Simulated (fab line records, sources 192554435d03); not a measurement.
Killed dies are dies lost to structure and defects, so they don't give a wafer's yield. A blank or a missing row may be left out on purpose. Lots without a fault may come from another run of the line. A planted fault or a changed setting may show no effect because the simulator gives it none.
fab line records | flow n5_finfet
record lots=10 wafers=30 last_day=17
route steps=1938 shown BEOL_M12@1603 PASSIVATION@1936
lots that met no fault: from a run of the same line without faults
start_h: hours from the record's first day to the start of the lot's first wafer shown | wait_h: hours since the lot's step before | " the same as in the row above | L1.1+2: a row that stands for several wafers | - no value, or no start given | * or withheld: withheld | < > ~ a bound
route shown NAME@n: a module of which the file shows steps, and the number in the route of the first | usual: mean/standard deviation of fault-free wafers | same: alike in all rows | chamber/n: place in a boat | sites: the reading at each site | _std_site: their standard deviation | _edge_site: outer sites' mean less inner sites' | radius_mm: how far each site lies from the wafer's centre | mask NAME#n: copy n | behind: the tool/chamber that last shaped the wafer | hold: why the lot was held/for how many hours/how that ended | device: the transistor (n, p or np) that didn't switch | end of line: the same wafers' tests at the end of the route | a step without rows: its recipe alone | killed: dies lost to structure and defects at the first sort, not the wafer's yield | map: a wafer's dies, x killed, . not, _ none there
set.NAME: the setting as run; set.NAME@STEP: as run at that earlier step | model.NAME: the simulator's own value behind a step, which no gauge read
steps of the route over a sample of lots; a table a step, a row a wafer
services: from which hour (start_h, from the record's first day; less than 0 if before it) a tool's chamber was out of use, for how many hours, and why
## steps
# step N5_BEOL_M12_THK_MEAS_01
# recipe reads=SiOC_of_BEOL_M12_ILD_DEP_00
# usual M12_ILD_THK=659/9
# columns lot.wafer tool chamber start_h wait_h M12_ILD_THK[nm]
L559.3 film_metro-02 - 253.41 0.1 660
L559.4 " - " " 675
L559.6 " - " " 661
L560.1 film_metro-02 - 262.94 0.1 647
L560.3 " - " " 664
L560.6 " - " " 669
L564.1 film_metro-02 - 275.84 0.1 658
L564.2 " - " " 658
L564.6 " - " " 668
L566.2 film_metro-02 - 296.25 0.1 660
L566.4 " - " " 680
L566.6 " - " " 664
L567.2 film_metro-01 - 305.19 0.1 646
L567.4 " - " " 654
L567.5 " - " " 662
L568.1 film_metro-02 - 305.43 0.1 642
L568.3 " - " " 649
L568.4 " - " " 665
L569.3 film_metro-02 - 322.86 0.1 661
L569.5 " - " " 667
L569.6 " - " " 659
L575.2 film_metro-01 - 339.17 0.1 653
L575.4 " - " " 662
L575.6 " - " " 672
L576.2 film_metro-01 - 356.12 0.1 649
L576.5 " - " " 665
L576.6 " - " " 664
L578.4 film_metro-02 - 364.23 0.0 677
L578.5 " - " " 678
L578.6 " - " " 662
# step N5_BEOL_M12_VIA_ETCH_16
# recipe chemistry=C4F8/O2/Ar target=SiOC pressure_mtorr=30 source_w=3000 bias_w=700 Ar_flow_sccm=400 C4F8_flow_sccm=15 O2_flow_sccm=8 he_inner_torr=15 he_outer_torr=30 target_depth_a=7248 time_s=withheld ion_energy_ev=250 ends=cleared
# usual C4F8_flow_sccm=15.00/0.047 bias_w=700.1/1.8 drypump_motor_current_A=5.8/0.35 oes_product_au=0.73/0.069 rf_vpp_V=666/3.1 showerhead_plenum_p_Torr=3.44/0.11 throttle_valve_pct=24.29/0.22
# columns lot.wafer tool chamber start_h wait_h C4F8_flow_sccm bias_w drypump_motor_current_A oes_product_au rf_vpp_V showerhead_plenum_p_Torr throttle_valve_pct
L559.3 rie_diel-01 0 254.03 0.0 15.03 698.8 6.2 0.69 666 3.44 24.49
L559.4 " 3 " " 15.04 696.8 5.1 0.81 672 3.60 23.96
L559.6 " 3 " " 15.02 700.0 5.1 0.81 672 3.60 23.95
L560.1 rie_diel-05 2 263.76 0.0 14.95 700.4 5.8 0.80 662 3.33 24.51
L560.3 " 3 " " 15.02 700.3 5.3 0.80 664 3.31 24.36
L560.6 " 3 " " 15.05 702.5 5.3 0.80 664 3.31 24.36
L564.1 rie_diel-01 3 276.32 0.0 14.93 699.8 5.1 0.79 672 3.60 23.95
L564.2 " 1 " " 15.09 701.3 5.9 0.68 670 3.55 24.09
L564.6 " 1 " " 15.00 703.6 6.0 0.67 669 3.55 24.08
L566.2 rie_diel-01 0 296.89 0.0 15.02 702.6 6.2 0.67 667 3.43 24.49
L566.4 " 1 " " 15.06 699.2 5.9 0.67 670 3.55 24.08
L566.6 " 2 " " 14.99 699.8 6.2 0.80 667 3.51 24.49
L567.2 rie_diel-05 2 305.80 0.0 15.02 702.0 5.9 0.77 664 3.32 24.55
L567.4 " 3 " " 15.04 700.7 5.3 0.77 663 3.30 24.39
L567.5 " 2 " " 14.98 702.5 5.9 0.78 662 3.32 24.55
L568.1 rie_diel-01 0 306.04 0.0 15.05 700.5 6.2 0.67 665 3.43 24.51
L568.3 " 1 " " 14.95 697.8 6.0 0.67 668 3.54 24.10
L568.4 " 0 " " 14.98 698.9 6.2 0.67 667 3.43 24.51
L569.3 rie_diel-01 3 323.48 0.0 14.96 698.1 5.1 0.78 670 3.59 23.98
L569.5 " 3 " " 14.96 698.6 5.1 0.78 672 3.59 23.98
L569.6 " 2 " " 14.99 702.2 6.2 0.80 666 3.51 24.51
L575.2 rie_diel-01 3 339.67 0.0 14.97 699.5 5.1 0.77 669 3.59 23.98
L575.4 " 1 " " 15.04 701.8 5.9 0.66 668 3.54 24.12
L575.6 " 0 " " 15.11 697.5 6.2 0.67 665 3.43 24.51
L576.2 rie_diel-05 2 356.81 0.0 14.94 701.3 5.8 0.74 662 3.31 24.58
L576.5 " 2 " " 15.01 701.3 5.9 0.75 663 3.31 24.57
L576.6 " 1 " " 14.91 701.4 5.9 0.74 666 3.48 24.14
L578.4 rie_diel-05 2 365.67 0.0 15.00 698.1 5.9 0.75 662 3.31 24.60
L578.5 " 2 " " 14.99 701.3 5.9 0.74 663 3.31 24.57
L578.6 " 1 " " 15.01 702.6 5.8 0.73 667 3.48 24.15
# step N5_BEOL_M12_COAT_66
# recipe resist=SiARC temp_c=220 time_s=60 spin_rpm=1500 resist_thk_nm=110
# usual exhaust_pa=45.0/0.96 resist_line_temp_C=23.00/0.092 spin_speed_rpm=1499.8/0.89
# columns lot.wafer tool chamber start_h wait_h exhaust_pa resist_line_temp_C spin_speed_rpm
L559.3 litho_track-01 0 254.49 - 44.7 22.99 1499.4
L559.4 " 0 " " 46.1 22.90 1500.7
L559.6 " 0 " " 45.3 22.95 1500.1
L560.1 litho_track-02 0 264.35 - 45.5 22.99 1499.3
L560.3 " 0 " " 46.3 22.86 1500.1
L560.6 " 0 " " 43.9 22.90 1499.7
L564.1 litho_track-03 0 276.77 - 44.1 22.98 1499.6
L564.2 " 0 " " 44.3 23.12 1499.7
L564.6 " 0 " " 44.8 23.17 1499.8
L566.2 litho_track-03 0 297.33 - 43.0 22.90 1500.5
L566.4 " 0 " " 44.1 22.96 1499.7
L566.6 " 0 " " 43.8 23.00 1501.4
L567.2 litho_track-03 0 306.24 - 44.6 23.00 1499.3
L567.4 " 0 " " 44.6 22.96 1499.6
L567.5 " 0 " " 44.9 23.07 1498.3
L568.1 litho_track-02 0 306.50 - 45.8 23.07 1499.0
L568.3 " 0 " " 43.8 23.13 1499.6
L568.4 " 0 " " 44.7 22.88 1499.4
L569.3 litho_track-03 0 323.92 - 45.2 22.91 1498.7
L569.5 " 0 " " 44.2 22.82 1500.4
L569.6 " 0 " " 44.0 23.06 1500.5
L575.2 litho_track-03 0 340.12 - 45.2 22.81 1595.5
L575.4 " 0 " " 44.8 22.93 1596.5
L575.6 " 0 " " 45.7 23.03 1595.8
L576.2 litho_track-03 0 357.30 - 46.2 23.15 1594.8
L576.5 " 0 " " 46.2 23.15 1596.1
L576.6 " 0 " " 46.8 23.03 1594.5
L578.4 litho_track-03 0 366.12 - 45.2 22.91 1595.6
L578.5 " 0 " " 45.3 23.01 1596.4
L578.6 " 0 " " 45.4 23.04 1594.9
# step N5_BEOL_M12_DESCUM_33
# recipe chemistry=O2 time_s=7.9 source_power_w=50 bias_power_w=20 pressure_mtorr=20 rf_frequency_hz=2.712e+07 temp_c=40 o2_flow_sccm=225
# usual drypump_motor_current_A=5.7/0.34 oes_product_au=0.80/0.082 rf_vpp_V=243.4/1.4 showerhead_plenum_p_Torr=2.10/0.081 throttle_valve_pct=20.45/0.18
# columns lot.wafer tool chamber start_h wait_h drypump_motor_current_A oes_product_au rf_hours_counter_h rf_vpp_V showerhead_plenum_p_Torr throttle_valve_pct
L559.3 rie_diel-01 0 254.86 0.0 6.2 0.76 154 243.7 2.07 20.43
L559.4 " 1 " " 6.0 0.76 136 244.8 2.21 20.47
L559.6 " 3 " " 5.1 0.89 - 244.5 2.22 20.16
L560.1 rie_diel-05 3 264.85 0.0 5.3 0.88 36 242.2 2.02 20.55
L560.3 " 2 " " 5.9 0.89 45 242.2 2.03 20.65
L560.6 " 2 " " 5.8 0.88 - 242.0 2.03 20.66
L564.1 rie_diel-01 2 277.27 0.0 6.2 0.89 52 243.6 2.11 20.32
L564.2 " 3 " " 5.1 0.87 35 244.0 2.22 20.17
L564.6 " 3 " " 5.1 0.87 - 243.5 2.22 20.17
L566.2 rie_diel-03 2 297.71 0.0 5.7 0.71 210 240.9 1.99 20.44
L566.4 " 1 " " 5.4 0.99 - 245.0 2.22 20.42
L566.6 " 3 " " 5.6 0.79 - 241.8 2.10 20.37
L567.2 rie_diel-01 0 306.62 0.0 6.2 0.75 173 242.9 2.07 20.47
L567.4 " 0 " " 6.2 0.74 - 243.8 2.07 20.46
L567.5 " 1 " " 6.0 0.75 - 244.0 2.20 20.51
L568.1 rie_diel-03 0 306.88 0.0 5.5 0.66 236 245.1 2.15 20.89
L568.3 " 1 " " 5.4 0.96 4 244.4 2.22 20.42
L568.4 " 2 " " 5.7 0.70 214 241.5 1.99 20.44
L569.3 rie_diel-03 0 324.30 0.0 5.5 0.67 242 244.4 2.14 20.90
L569.5 " 1 " " 5.4 0.95 - 246.8 2.22 20.44
L569.6 " 0 " " 5.5 0.67 - 244.8 2.14 20.92
L575.2 rie_diel-03 3 340.70 0.2 5.6 0.78 123 243.9 2.10 20.38
L575.4 " 2 " " 5.8 0.71 - 241.0 1.98 20.47
L575.6 " 3 " " 5.6 0.78 - 243.5 2.10 20.39
L576.2 rie_diel-03 3 357.79 0.2 5.6 0.76 131 243.4 2.10 20.39
L576.5 " 2 " " 5.7 0.69 - 243.0 1.98 20.45
L576.6 " 3 " " 5.6 0.77 - 242.7 2.10 20.41
L578.4 rie_diel-01 2 366.49 0.0 6.2 0.85 80 244.6 2.10 20.37
L578.5 " 2 " " 6.2 0.86 - 242.6 2.10 20.36
L578.6 " 3 " " 5.1 0.84 - 246.3 2.21 20.20
# step N5_PASSIVATION_PROBE_49
# usual defect_limited_yield=90.5/1.7 killed_at_M0_to_M3=37/12 killed_at_M4_up=14/5.2 killed_at_contacts=12/5.9 killed_at_front_end=45/14 killed_at_other=3.5/2.8 killed_dies=112/21 killed_open=73/15 killed_short=36/8.9 sort_bin_5_function=5.6/1.2 sort_bin_6_memory=3.5/0.68 sort_bin_8_speed=0.01/0.1 sort_n_pass=1068/21 sort_yield_pct=90.5/1.8
# same gross_dies=1180 killed_at_back_side=0 sort_bin_4_leakage[%]=0
# columns lot.wafer tool chamber start_h wait_h defect_limited_yield[%] killed_at_M0_to_M3 killed_at_M4_up killed_at_contacts killed_at_front_end killed_at_other killed_dies killed_open killed_short sort_bin_5_function[%] sort_bin_6_memory[%] sort_bin_8_speed[%] sort_n_pass sort_yield_pct[%]
L560.1 prober-01 - 308.17 0.1 92.2 25 14 17 31 5 92 61 29 5.7 2.0 0 1088 92.2
L560.3 prober-01 - 308.27 0.2 91.7 26 5 11 53 3 98 64 33 4.2 3.6 0 1082 91.7
L560.6 prober-01 - 308.42 0.3 91.3 29 16 13 43 2 103 63 39 5.7 2.8 0 1077 91.3
# killed by level:class
L560.1 MOL_CONTACT_COAG:geometric_particle:open=15 FIN_SAQP:geometric_particle:open=9 FIN_SAQP:geometric_particle:short=8 BEOL_M0_SAQP:geometric_particle:open=6 STI_FIN_REVEAL:geometric_particle:open=6 BEOL_M0_SAQP:geometric_particle:short=6 BEOL_M3:geometric_particle:open=6 BEOL_M4:geometric_particle:open=6
L560.3 FIN_SAQP:geometric_particle:short=9 FIN_SAQP:geometric_particle:open=9 MOL_CONTACT_COAG:geometric_particle:open=9 GATE_CUT:geometric_particle:short=8 BEOL_M1:geometric_particle:open=8 STI_FIN_REVEAL:geometric_particle:open=6 GATE_CUT:geometric_particle:open=5 BEOL_M0_SAQP:geometric_particle:open=5
L560.6 STI_FIN_REVEAL:geometric_particle:open=14 MOL_CONTACT_COAG:geometric_particle:open=9 BEOL_M3:geometric_particle:open=8 BEOL_M0_SAQP:geometric_particle:short=7 FIN_SAQP:geometric_particle:short=6 FIN_SAQP:geometric_particle:open=5 BEOL_M2:geometric_particle:open=5 BEOL_M4:geometric_particle:short=5
## services
# columns tool chamber start_h hours kind
rie_diel-03 - 253.52 0.4 repair
rie_diel-05 0 265.47 8.7 repair
rie_diel-03 1 276.68 - clean
rie_diel-03 1 276.68 - consumable_replace:focus_ring
rie_diel-03 1 276.68 - consumable_replace:showerhead
rie_diel-03 1 276.68 18.7 scheduled_down
rie_diel-03 1 276.68 18.7 vent_cycle
rie_diel-05 2 279.25 2.4 repair
litho_track-03 - 284.85 - consumable_replace:filter
rie_diel-05 0 287.52 1.8 repair
rie_diel-01 3 288.67 23.6 repair
rie_diel-05 1 290.79 6.3 repair
rie_diel-03 0 293.22 10.1 repair
rie_diel-01 0 317.16 9.8 repair
rie_diel-05 1 317.84 8.7 repair
litho_track-02 - 328.85 - consumable_replace:filter
rie_diel-03 0 336.21 4.9 repair
rie_diel-03 0 347.94 - clean
rie_diel-03 0 347.94 - consumable_replace:focus_ring
rie_diel-03 0 347.94 17.2 scheduled_down
rie_diel-03 0 347.94 17.2 vent_cycle
rie_diel-01 - 349.21 14.6 pm
rie_diel-03 3 359.58 7.1 repair
## key
first_sign step=N5_BEOL_M12_COAT_66 reading=spin_speed_rpm direction=up sigmas=99+ usual=* struck=*
effect none on later readings
met_at N5_BEOL_M12_COAT_66
struck_lots L575,L576,L578
not_acting_at N5_BEOL_M12_THK_MEAS_01,N5_BEOL_M12_VIA_ETCH_16,N5_BEOL_M12_DESCUM_33
onset_between 323.92 340.12
fault kind=process_parameter_drift tool=litho_track-03 chamber=- onset_h=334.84 steps=N5_BEOL_M12_COAT_66 channel=spin_rpm offset=* shape=step end_h=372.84 acts_in=* stated=*
